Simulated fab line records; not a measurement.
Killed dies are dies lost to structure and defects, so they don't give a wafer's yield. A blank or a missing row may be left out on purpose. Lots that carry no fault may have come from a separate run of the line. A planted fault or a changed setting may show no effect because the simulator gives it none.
Matching of chambers | flow nand harc | NHARC_A_BONDPAD_DEP_00 on pecvd-01: 3 sister chambers
The step deposits SiCN, target thk 250 nm. 3 wafers are shown with their chamber, then 9 later ones without.

WAFERS PAIRED WITH THEIR CHAMBERS
wafer  | chamber | heater power w (W)
L087.3 | 0       | 585
L091.2 | 2       | 480
L091.5 | 1       | 576

WAFERS WITH NO CHAMBER GIVEN
wafer  | heater power w (W)
L094.2 | 553
L094.4 | 548
L094.6 | 463
L095.2 | 499
L095.4 | 461
L095.5 | 577
L096.4 | 594
L096.5 | 462
L096.6 | 542

EACH ONE'S CHAMBER
wafer  | from the rows above          | in truth
L094.2 | can't be placed: 1 or 0      | 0
L094.4 | can't be placed: 1 or 0 or 2 | 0
L094.6 | 2                            | 2
L095.2 | 2                            | 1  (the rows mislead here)
L095.4 | 2                            | 2
L095.5 | can't be placed: 1 or 0      | 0
L096.4 | can't be placed: 0 or 1      | 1
L096.5 | 2                            | 2
L096.6 | can't be placed: 1 or 0 or 2 | 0
Correctly placed: 3 of 9. These rows do not allow placing 5 (true chamber among the candidates in 5). Number placed wrongly: 1.
How it was worked out, from the rows above alone: a wafer's distance from a chamber is the root of the sum, over the readings, of the square of ((its reading less the chamber's mean) divided by the reading's scatter). The wafer belongs to the nearest chamber; if the next one is less than 2 further off, it can't be placed. The mean given for a chamber averages the wafers shown for that chamber. The scatter (one wafer shown for each chamber): square how far every hidden wafer sits from the nearest shown wafer, average those squares and take the square root.
